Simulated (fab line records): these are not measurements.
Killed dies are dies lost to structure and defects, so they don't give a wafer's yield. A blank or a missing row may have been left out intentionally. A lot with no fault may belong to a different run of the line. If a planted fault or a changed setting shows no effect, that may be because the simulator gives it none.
A struck lot beside a sound one	flow nand-harc	14 out of 1302 route steps
Sound: these wafers, L564.1, L564.3, L564.5. Struck: wafers L569.2, L569.3, L569.5. At the end, the cause is stated.
Each step with rows lists, per side, the tool, then ch with its chambers, then its first start. Under that, the readings that differ: sound wafers	struck wafers	difference of the means	sigmas: that difference in standard deviations of wafers without a fault.
alike: words and numbers the same on both sides, and readings whose means are apart by under 2 such deviations; not compared: readings that were withheld, readings missing a value for some wafer, numbers with overlapping values and no deviation given by the record, and bounds like >300 which may hide the same value.
A row with sigmas, a row that says differs or no value, or rows on one side alone: a step with any of these is where the two part. When numbers do not overlap yet have no deviation, they are printed without sigmas and do not part them. Lack of a reading on every wafer of one side parts them only where that side has two or more wafers.

NHARC_P_CONTACT_PVD_32: deposits Ti, target thk 5 nm, time 17.7 s.
  sound on pvd-sputter-02; struck on pvd-sputter-02
  alike: substrate-temp-c, throttle-valve-pct
NHARC_P_CONTACT_ALD_22: deposits TiN, target thk 3 nm, pulse time 1 s, ald cycles 150.
  sound on ald-metal-03 ch 0,1,3, day 7 17:16; struck on ald-metal-04 ch 1,2,3, day 9 22:35
  alike: heater-power-outer-w, heater-power-w, precursor-pulse-height-rel, susceptor-temp-C
  not compared: since-wet-clean-h
NHARC_P_CONTACT_CVD_23: deposits W, target thk 200 nm, time 557 s.
  sound on cvd-w-01 ch 0; struck on cvd-w-02 ch 0,1
reading	sound	struck	difference	sigmas
susceptor-temp-C (C)	299.91 299.87 300.13	- - -	no value on the struck wafers	
  alike: heater-power-outer-w, heater-power-w, mfc-ar-sccm, throttle-valve-pct
  not compared: since-wet-clean-h
NHARC_P_CONTACT_CMP_24: polishes, t overpolish 30 s, target thk 200 nm.
  sound on cmp-02 ch 0,1,3, day 7 18:09; struck on cmp-04 ch 0,2,3, day 9 23:25
  alike: motor-current-A, overpolish-run-s, time-to-endpoint-s
following that, these wafers have no rows for 1 step: NHARC_P_CONTACT_SRD_26.
NHARC_P_CONTACT_INSPECT_27:
  struck on defect-inspect-01, day 9 23:48; sound on defect-inspect-01, day 7 18:33
  alike: raw-defect-count
then, 5 steps without rows for these wafers: NHARC_P_M0_DEP_00 (deposits SiOC, target thk 150 nm); NHARC_P_M0_DEHYDRATE_01 (time 120 s); NHARC_P_M0_HMDS_02 (time 30 s); NHARC_P_M0_COAT_33 (time 65 s); NHARC_P_M0_COAT_03 (resist thk 90 nm).
NHARC_P_M0_SOFTBAKE_04: time 55 s.
  sound on litho-track-06 ch 0, day 7 19:00; struck on litho-track-06 ch 0, day 10 00:00
reading	sound	struck	difference	sigmas
heater-power-total-W (W)	188.37 188.65 188.42	174.60 174.40 174.50	-13.98	-99 or more
following that, these wafers have no rows for 1 step: NHARC_P_M0_EBR_05.
-- the record jumps here: 18 days lie between the struck wafers' starts before and after (it left off in module P_M0 and takes up again in module END, whose first step shown is number 1302 of the route) --
NHARC_END_SORT_01:
  sound on prober-02 ch 0, day 25 16:37; struck on prober-01 ch 0, day 28 01:23
  alike: defect-limited-yield, killed-at-array, killed-at-other, killed-at-periphery, killed-dies, killed-open, killed-short

## WHERE THEY PART
Last at NHARC_P_M0_SOFTBAKE_04 as far as this record goes, first at NHARC_P_CONTACT_CVD_23. Later steps at which nothing parts them and some readings are alike: NHARC_END_SORT_01.

WHY: what the simulator had put in
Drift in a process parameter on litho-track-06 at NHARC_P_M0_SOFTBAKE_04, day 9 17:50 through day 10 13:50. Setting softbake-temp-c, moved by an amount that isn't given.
